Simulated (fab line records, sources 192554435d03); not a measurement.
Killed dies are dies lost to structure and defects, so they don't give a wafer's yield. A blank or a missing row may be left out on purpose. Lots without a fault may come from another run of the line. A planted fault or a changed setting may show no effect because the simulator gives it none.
fab line records | flow n5_finfet
record lots=9 wafers=27 last_day=19
route steps=1938 shown BEOL_M4@1111 BEOL_M6@1209 PASSIVATION@1936
lots that met no fault: from a run of the same line without faults
start_h: hours from the record's first day to the start of the lot's first wafer shown | wait_h: hours since the lot's step before | " the same as in the row above | L1.1+2: a row that stands for several wafers | - no value, or no start given | * or withheld: withheld | < > ~ a bound
route shown NAME@n: a module of which the file shows steps, and the number in the route of the first | usual: mean/standard deviation of fault-free wafers | same: alike in all rows | chamber/n: place in a boat | sites: the reading at each site | _std_site: their standard deviation | _edge_site: outer sites' mean less inner sites' | radius_mm: how far each site lies from the wafer's centre | mask NAME#n: copy n | behind: the tool/chamber that last shaped the wafer | hold: why the lot was held/for how many hours/how that ended | device: the transistor (n, p or np) that didn't switch | end of line: the same wafers' tests at the end of the route | a step without rows: its recipe alone | killed: dies lost to structure and defects at the first sort, not the wafer's yield | map: a wafer's dies, x killed, . not, _ none there
set.NAME: the setting as run; set.NAME@STEP: as run at that earlier step | model.NAME: the simulator's own value behind a step, which no gauge read
steps of the route over a sample of lots; a table a step, a row a wafer
services: from which hour (start_h, from the record's first day; less than 0 if before it) a tool's chamber was out of use, for how many hours, and why
## steps
# step N5_BEOL_M4_RC_MEAS_101
# usual DIBL_N=36.8/1.9 DIBL_P=36.5/2.1 IOFF_N=0.17/0.038 IOFF_P=0.22/0.039 ION_N=675/12 ION_P=463/7.4 SS_N=71.6/0.71 SS_P=73.4/0.72 VT_N=249/3.3 VT_P=-250/3.3
# columns lot.wafer tool chamber start_h wait_h DIBL_N[mV/V] DIBL_P[mV/V] IOFF_N[nA/um] IOFF_P[nA/um] ION_N[uA/um] ION_P[uA/um] SS_N[mV/dec] SS_P[mV/dec] VT_N[mV] VT_P[mV]
L204.1 prober-01 0 176.42 0.0 34.7 34.3 0.12 0.16 657 453 71.0 72.6 251 -256
L204.2 " 0 " " 39.9 40.0 0.21 0.24 680 459 72.7 74.3 249 -252
L204.6 " 0 " " 35.7 34.5 0.12 0.16 656 450 70.9 72.9 252 -256
L212.1 prober-02 0 235.10 0.0 39.0 39.6 0.23 0.31 690 478 72.3 73.2 242 -245
L212.2 " 0 " " 38.3 36.4 0.20 0.22 682 459 71.7 72.7 248 -250
L212.4 " 0 " " 37.9 38.0 0.19 0.25 688 473 71.8 73.6 246 -247
L210.3 prober-02 0 237.44 0.3 33.6 33.0 0.12 0.16 654 458 70.5 72.4 253 -254
L210.4 " 0 " " 36.5 35.9 0.16 0.20 667 456 71.6 73.9 250 -252
L210.5 " 0 " " 37.0 37.0 0.17 0.21 657 452 71.3 74.4 249 -250
L219.2 prober-01 0 291.80 0.2 36.7 37.7 0.18 0.24 675 467 72.2 73.5 247 -246
L219.4 " 0 " " 36.0 37.0 0.17 0.23 665 461 72.5 73.2 248 -248
L219.5 " 0 " " 33.4 34.2 0.13 0.19 660 458 71.2 72.3 250 -249
L221.2 prober-02 0 292.74 0.2 36.2 35.5 0.13 0.18 676 461 71.8 73.3 253 -256
L221.4 " 0 " " 38.4 37.3 0.16 0.20 667 454 72.5 73.9 252 -251
L221.5 " 0 " " 34.2 32.5 0.11 0.14 673 456 71.4 72.3 254 -257
L222.1 prober-01 0 313.53 0.0 41.5 43.1 0.26 0.28 693 473 73.3 75.2 244 -251
L222.2 " 0 " " 37.3 37.8 0.15 0.19 673 458 71.5 74.0 253 -255
L222.3 " 0 " " 36.6 36.4 0.14 0.17 672 455 71.4 73.0 254 -256
L224.2 prober-02 0 330.36 0.2 34.5 33.5 0.12 0.15 681 463 70.7 72.4 252 -252
L224.3 " 0 " " 35.6 34.9 0.13 0.17 677 462 71.7 73.2 254 -253
L224.4 " 0 " " 36.0 35.2 0.15 0.17 676 456 72.1 73.9 250 -254
L227.2 prober-01 0 333.07 0.2 36.3 35.6 0.14 0.21 661 463 71.8 72.3 252 -248
L227.4 " 0 " " 36.0 34.3 0.12 0.19 661 462 70.5 72.2 254 -251
L227.6 " 0 " " 35.1 33.1 0.12 0.18 654 457 70.5 72.3 254 -250
L226.2 prober-02 0 337.79 0.2 38.5 38.1 0.20 0.25 698 472 72.2 73.8 244 -247
L226.3 " 0 " " 41.7 40.6 0.28 0.31 685 470 72.6 74.5 242 -245
L226.5 " 0 " " 36.9 34.9 0.16 0.20 680 465 71.7 73.5 250 -251
# step N5_BEOL_M6_INSPECT_13
# recipe mode=adi inspect_instrument=brightfield
# usual raw_defect_count=399/86
# columns lot.wafer tool chamber start_h wait_h raw_defect_count
L204.1 defect_inspect-01 - 191.72 0.0 395
L204.2 " - " " 410
L204.6 " - " " 355
L212.1 defect_inspect-01 - 252.01 0.0 486
L212.2 " - " " 362
L212.4 " - " " 481
L210.3 defect_inspect-01 - 256.80 0.0 396
L210.4 " - " " 358
L210.5 " - " " 464
L219.2 defect_inspect-02 - 306.70 0.0 420
L219.4 " - " " 349
L219.5 " - " " 311
L221.2 defect_inspect-01 - 310.21 0.0 373
L221.4 " - " " 273
L221.5 " - " " 435
L222.1 defect_inspect-02 - 329.21 0.0 574
L222.2 " - " " 417
L222.3 " - " " 413
L224.2 defect_inspect-02 - 345.73 0.0 384
L224.3 " - " " 278
L224.4 " - " " 302
L227.2 defect_inspect-01 - 347.26 0.0 338
L227.4 " - " " 311
L227.6 " - " " 330
L226.2 defect_inspect-02 - 358.94 0.0 282
L226.3 " - " " 440
L226.5 " - " " 247
# step N5_BEOL_M6_INSPECT_30
# recipe mode=adi inspect_instrument=brightfield
# usual raw_defect_count=405/87
# columns lot.wafer tool chamber start_h wait_h raw_defect_count
L204.1 defect_inspect-01 - 193.89 0.1 401
L204.2 " - " " 405
L204.6 " - " " 334
L212.1 defect_inspect-02 - 254.21 0.1 463
L212.2 " - " " 334
L212.4 " - " " 415
L210.3 defect_inspect-01 - 257.98 0.0 404
L210.4 " - " " 355
L210.5 " - " " 459
L219.2 defect_inspect-01 - 308.85 0.0 473
L219.4 " - " " 376
L219.5 " - " " 340
L221.2 defect_inspect-02 - 312.61 0.0 353
L221.4 " - " " 260
L221.5 " - " " 430
L222.1 defect_inspect-01 - 331.53 0.1 660
L222.2 " - " " 465
L222.3 " - " " 439
L224.2 defect_inspect-02 - 348.69 0.0 387
L224.3 " - " " 287
L224.4 " - " " 318
L227.2 defect_inspect-02 - 349.24 0.0 335
L227.4 " - " " 311
L227.6 " - " " 342
L226.2 defect_inspect-02 - 360.20 0.0 295
L226.3 " - " " 444
L226.5 " - " " 270
# step N5_BEOL_M6_DESCUM_33
# recipe chemistry=O2 time_s=7 source_power_w=50 bias_power_w=20 pressure_mtorr=20 rf_frequency_hz=2.712e+07 temp_c=40 resist=CAR-EUV o2_flow_sccm=225
# usual drypump_motor_current_A=5.5/0.3 oes_product_au=0.81/0.098 rf_vpp_V=243.2/1.5 showerhead_plenum_p_Torr=2.10/0.076 throttle_valve_pct=20.32/0.25
# columns lot.wafer tool chamber start_h wait_h drypump_motor_current_A oes_product_au rf_hours_counter_h rf_vpp_V showerhead_plenum_p_Torr throttle_valve_pct
L204.1 rie_diel-04 1 193.92 0.0 5.9 0.71 213 240.8 1.98 20.30
L204.2 " 0 " " 5.5 0.72 220 243.6 2.07 20.41
L204.6 " 3 " " 5.2 0.73 - 242.5 2.08 20.32
L212.1 rie_diel-04 1 254.25 0.0 5.9 0.71 226 241.7 1.97 20.32
L212.2 " 2 " " 5.4 0.92 24 242.5 2.05 19.96
L212.4 " 0 " " 5.5 0.70 244 243.5 2.06 20.43
L210.3 rie_diel-04 2 258.08 0.1 5.4 0.93 26 242.0 2.05 19.95
L210.4 " 3 " " 5.2 0.72 203 245.2 2.07 20.36
L210.5 " 2 " " 5.4 0.94 - 241.8 2.05 19.96
L219.2 rie_diel-03 3 308.97 0.1 5.4 0.80 98 242.4 2.14 20.67
L219.4 " 1 " " 5.8 0.91 23 245.0 2.14 20.41
L219.5 " 0 " " 5.8 0.87 - 242.6 2.12 19.88
L221.2 rie_diel-03 0 312.92 0.3 5.8 0.88 50 243.3 2.12 19.90
L221.4 " 2 " " 4.9 0.85 64 244.4 2.22 20.55
L221.5 " 2 " " 4.9 0.85 - 244.3 2.22 20.56
L222.1 rie_diel-03 0 331.56 0.0 5.8 0.86 57 244.2 2.12 19.90
L222.2 " 3 " " 5.4 0.79 105 242.2 2.13 20.69
L222.3 " 2 " " 4.9 0.83 69 245.1 2.22 20.56
L224.2 rie_diel-03 2 348.72 0.0 4.9 0.83 75 244.1 2.22 20.59
L224.3 " 3 " " 5.4 0.79 111 243.5 2.13 20.69
L224.4 " 0 " " 5.8 0.86 62 243.8 2.12 19.92
L227.2 rie_diel-03 0 349.27 0.0 5.8 0.85 62 245.3 2.12 19.92
L227.4 " 3 " " 5.4 0.78 111 242.2 2.13 20.71
L227.6 " 0 " " 5.8 0.86 - 243.4 2.12 19.92
L226.2 rie_diel-01 3 360.25 0.1 5.3 0.78 103 242.9 2.00 20.22
L226.3 " 0 " " 5.3 0.93 18 243.5 2.13 20.01
L226.5 " 2 " " 5.8 0.69 - 240.9 1.97 20.56
# step N5_BEOL_M6_VIA_ETCH_34
# recipe chemistry=C4F6/O2 target=SiCOH_lowk target_depth_a=1263 mask_material=SOC taper_deg=4 time_s=50.9 ion_energy_ev=250 pressure_mtorr=30 source_w=345 bias_w=185 Ar_flow_sccm=300 C4F6_flow_sccm=10 O2_flow_sccm=10
# usual C4F6_flow_sccm=9.993/0.029 O2_flow_sccm=10.005/0.026 drypump_motor_current_A=5.5/0.3 oes_product_au=0.81/0.099 rf_vpp_V=656/11 showerhead_plenum_p_Torr=2.85/0.1 throttle_valve_pct=20.78/0.25
# columns lot.wafer tool chamber start_h wait_h C4F6_flow_sccm O2_flow_sccm drypump_motor_current_A oes_product_au rf_hours_counter_h rf_vpp_V showerhead_plenum_p_Torr throttle_valve_pct
L204.1 rie_diel-04 1 194.10 0.0 10.035 9.967 5.9 0.72 213 664 2.72 20.94
L204.2 " 0 " " 10.006 9.993 5.5 0.72 220 650 2.82 20.86
L204.6 " 3 " " 10.012 9.992 5.2 0.73 - 663 2.82 20.74
L212.1 rie_diel-04 1 254.43 0.0 9.985 10.009 5.9 0.71 226 666 2.72 20.96
L212.2 " 2 " " 9.962 10.033 5.4 0.92 24 658 2.78 20.37
L212.4 " 0 " " 10.062 9.975 5.5 0.69 244 650 2.81 20.91
L210.3 rie_diel-04 2 258.26 0.0 10.049 10.008 5.4 0.92 26 661 2.78 20.37
L210.4 " 3 " " 9.962 10.027 5.2 0.72 203 663 2.80 20.79
L210.5 " 2 " " 9.986 10.016 5.4 0.93 - 660 2.78 20.38
L219.2 rie_diel-03 3 309.15 0.0 10.018 9.997 5.4 0.80 98 636 2.84 20.82
L219.4 " 1 " " 10.007 9.992 5.8 0.93 23 656 2.93 21.00
L219.5 " 0 " " 10.003 10.017 5.9 0.86 - 664 2.89 20.37
L221.2 rie_diel-03 0 313.10 0.0 - - - - - - - -
L221.4 " 2 " " - - - - - - - -
L221.5 " 2 " " - - - - - - - -
L222.1 rie_diel-03 0 331.74 0.0 - - - - - - - -
L222.2 " 3 " " - - - - - - - -
L222.3 " 2 " " - - - - - - - -
L224.2 rie_diel-03 2 348.90 0.0 - - - - - - - -
L224.3 " 3 " " - - - - - - - -
L224.4 " 0 " " - - - - - - - -
L227.2 rie_diel-03 0 349.45 0.0 9.970 9.986 5.8 0.83 62 663 2.89 20.41
L227.4 " 3 " " 9.982 10.002 5.5 0.78 111 635 2.84 20.84
L227.6 " 0 " " 9.993 10.023 5.8 0.83 - 663 2.89 20.40
L226.2 rie_diel-01 3 360.43 0.0 10.015 10.003 5.2 0.80 103 647 2.73 20.66
L226.3 " 0 " " 10.015 10.013 5.3 0.92 18 664 2.90 20.52
L226.5 " 2 " " 9.931 9.954 5.8 0.69 - 658 2.70 21.08
# step N5_PASSIVATION_PROBE_49
# usual defect_limited_yield=91.3/1.4 killed_at_M0_to_M3=33/11 killed_at_M4_up=15/6.2 killed_at_contacts=13/6.5 killed_at_front_end=38/11 killed_at_other=3.4/2.6 killed_dies=102/17 killed_on_rim=13/4.1 killed_open=67/12 killed_short=34/7.9 sort_bin_5_function=5.1/0.88 sort_bin_6_memory=3.3/0.65 sort_n_pass=1078/17 sort_yield_pct=91.3/1.4
# same gross_dies=1180 killed_at_back_side=0 sort_bin_4_leakage[%]=0 sort_bin_8_speed[%]=0
# columns lot.wafer tool chamber start_h wait_h defect_limited_yield[%] killed_at_M0_to_M3 killed_at_M4_up killed_at_contacts killed_at_front_end killed_at_other killed_dies killed_on_rim killed_open killed_short sort_bin_5_function[%] sort_bin_6_memory[%] sort_n_pass sort_yield_pct[%]
L221.2 prober-02 - 392.57 0.1 0 27 1098 9 42 4 1180 152 73 26 96.0 3.6 0 0
L221.4 prober-02 - 392.67 0.2 0 20 1084 14 55 7 1180 152 73 47 95.3 4.0 0 0
L221.5 prober-02 - 392.72 0.2 0 23 1093 23 41 0 1180 152 81 27 96.0 3.8 0 0
L222.1 prober-02 - 420.13 0.0 0 39 1084 6 50 1 1180 152 75 41 96.4 3.0 0 0
L222.2 prober-02 - 420.18 0.1 0 34 1087 9 46 4 1180 152 66 46 96.4 3.1 0 0
L222.3 prober-02 - 420.23 0.1 0 38 1099 14 29 0 1180 152 68 37 96.3 3.4 0 0
L224.2 prober-02 - 434.81 0.8 0 31 1109 4 25 11 1180 152 44 36 97.9 1.9 0 0
L224.3 prober-02 - 434.86 0.8 0 26 1093 16 34 11 1180 152 69 28 96.4 3.6 0 0
L224.4 prober-02 - 434.91 0.9 0 16 1098 25 34 7 1180 152 64 32 97.5 1.7 0 0
# killed by level:class
L221.2 BEOL_M6:area_etch=1077 BEOL_M2:geometric_particle:open=11 BEOL_M4:geometric_particle:open=11 STI_FIN_REVEAL:geometric_particle:open=8 BEOL_M0_SAQP:geometric_particle:open=7 GATE_CUT:geometric_particle:short=7 FIN_SAQP:geometric_particle:open=6 MOL_CONTACT_COAG:geometric_particle:open=6
L221.4 BEOL_M6:area_etch=1058 BEOL_M4:geometric_particle:open=16 FIN_SAQP:geometric_particle:short=12 MOL_CONTACT_COAG:geometric_particle:open=11 GATE_CUT:geometric_particle:short=10 FIN_SAQP:geometric_particle:open=8 STI_FIN_REVEAL:geometric_particle:open=7 BEOL_M0_SAQP:geometric_particle:short=5
L221.5 BEOL_M6:area_etch=1072 MOL_CONTACT_COAG:geometric_particle:open=19 BEOL_M4:geometric_particle:open=16 FIN_SAQP:geometric_particle:open=11 GATE_CUT:geometric_particle:short=9 BEOL_M2:geometric_particle:open=9 STI_FIN_REVEAL:geometric_particle:open=7 STARTING-WAFER:geometric_particle:open=6
L222.1 BEOL_M6:area_etch=1062 BEOL_M4:geometric_particle:open=15 GATE_CUT:geometric_particle:short=13 FIN_SAQP:geometric_particle:short=11 BEOL_M0_SAQP:geometric_particle:open=11 BEOL_M2:geometric_particle:open=9 DUMMY_GATE:geometric_particle:open=8 BEOL_M3:geometric_particle:open=7
L222.2 BEOL_M6:area_etch=1067 FIN_SAQP:geometric_particle:short=17 BEOL_M4:geometric_particle:open=11 BEOL_M3:geometric_particle:open=8 FIN_SAQP:geometric_particle:open=7 BEOL_M0_SAQP:geometric_particle:short=7 MOL_CONTACT_COAG:geometric_particle:open=7 GATE_CUT:geometric_particle:short=6
L222.3 BEOL_M6:area_etch=1072 MOL_CONTACT_COAG:geometric_particle:open=12 BEOL_M0_SAQP:geometric_particle:short=11 BEOL_M2:geometric_particle:open=9 BEOL_M0_SAQP:geometric_particle:open=6 FIN_SAQP:geometric_particle:open=5 FIN_SAQP:geometric_particle:short=5 DUMMY_GATE:geometric_particle:open=5
L224.2 BEOL_M6:area_etch=1098 BEOL_M0_SAQP:geometric_particle:short=12 STI_FIN_REVEAL:geometric_particle:open=7 BEOL_M0_SAQP:geometric_particle:open=6 BEOL_M4:geometric_particle:open=6 PASS1_CAP:geometric_particle:short=5 BEOL_M2:geometric_particle:open=5 STARTING-WAFER:geometric_particle:short=5
L224.3 BEOL_M6:area_etch=1081 MOL_CONTACT_COAG:geometric_particle:open=13 STI_FIN_REVEAL:geometric_particle:open=9 BEOL_M2:geometric_particle:open=9 FIN_SAQP:geometric_particle:short=8 BEOL_M4:geometric_particle:open=6 BEOL_M0_SAQP:geometric_particle:open=6 PASS1_CAP:geometric_particle:open=5
L224.4 BEOL_M6:area_etch=1081 MOL_CONTACT_COAG:geometric_particle:open=20 STI_FIN_REVEAL:geometric_particle:open=11 BEOL_M4:geometric_particle:open=7 FIN_SAQP:geometric_particle:short=6 MOL_CONTACT_COAG:geometric_particle:short=5 PASS1_CAP:geometric_particle:short=4 STI_FIN_REVEAL:geometric_particle:short=3
## services
# columns tool chamber start_h hours kind
rie_diel-04 2 183.03 - clean
rie_diel-04 2 183.03 - consumable_replace:focus_ring
rie_diel-04 2 183.03 14.3 scheduled_down
rie_diel-04 2 183.03 14.3 vent_cycle
rie_diel-03 1 218.97 - clean
rie_diel-03 1 218.97 - consumable_replace:focus_ring
rie_diel-03 1 218.97 17.2 scheduled_down
rie_diel-03 1 218.97 17.2 vent_cycle
rie_diel-04 1 232.60 8.5 repair
rie_diel-01 3 236.72 4.0 repair
rie_diel-01 1 259.55 - clean
rie_diel-01 1 259.55 - consumable_replace:focus_ring
rie_diel-04 2 262.52 29.1 repair
rie_diel-03 0 285.15 18.7 repair
rie_diel-04 0 291.63 - clean
rie_diel-04 0 291.63 - consumable_replace:focus_ring
rie_diel-04 0 291.63 22.6 scheduled_down
rie_diel-04 0 291.63 22.6 vent_cycle
rie_diel-04 1 314.27 - clean
rie_diel-04 1 314.27 - consumable_replace:focus_ring
rie_diel-04 1 314.27 - consumable_replace:showerhead
rie_diel-04 1 314.27 20.2 scheduled_down
rie_diel-04 1 314.27 20.2 vent_cycle
rie_diel-03 2 360.21 3.0 repair
## key
first_sign step=N5_BEOL_M6_VIA_ETCH_34 reading=tool_record direction=missing
effect step=N5_PASSIVATION_PROBE_49 reading=killed_at_M4_up direction=up sigmas=99+ usual=15 struck=1094
more_kills_born_at N5_BEOL_M6_VIA_ETCH_34@rie_diel-03=9668
met_at N5_BEOL_M6_VIA_ETCH_34
struck_lots L221,L222,L224
later_rows_left_out L221.2,L221.4,L221.5,L222.1,L222.2,L222.3,L224.2,L224.3,L224.4
not_acting_at N5_BEOL_M6_INSPECT_13,N5_BEOL_M6_INSPECT_30,N5_BEOL_M6_DESCUM_33
onset_between 309.15 313.10
fault kind=skipped_step_whole tool=rie_diel-03 chamber=- onset_h=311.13 steps=N5_BEOL_M6_VIA_ETCH_34 scope=struck_lots_only
# later_rows_left_out: the simulator's readings of these wafers behind a module that went badly wrong aren't trusted and aren't shown, but for the sort
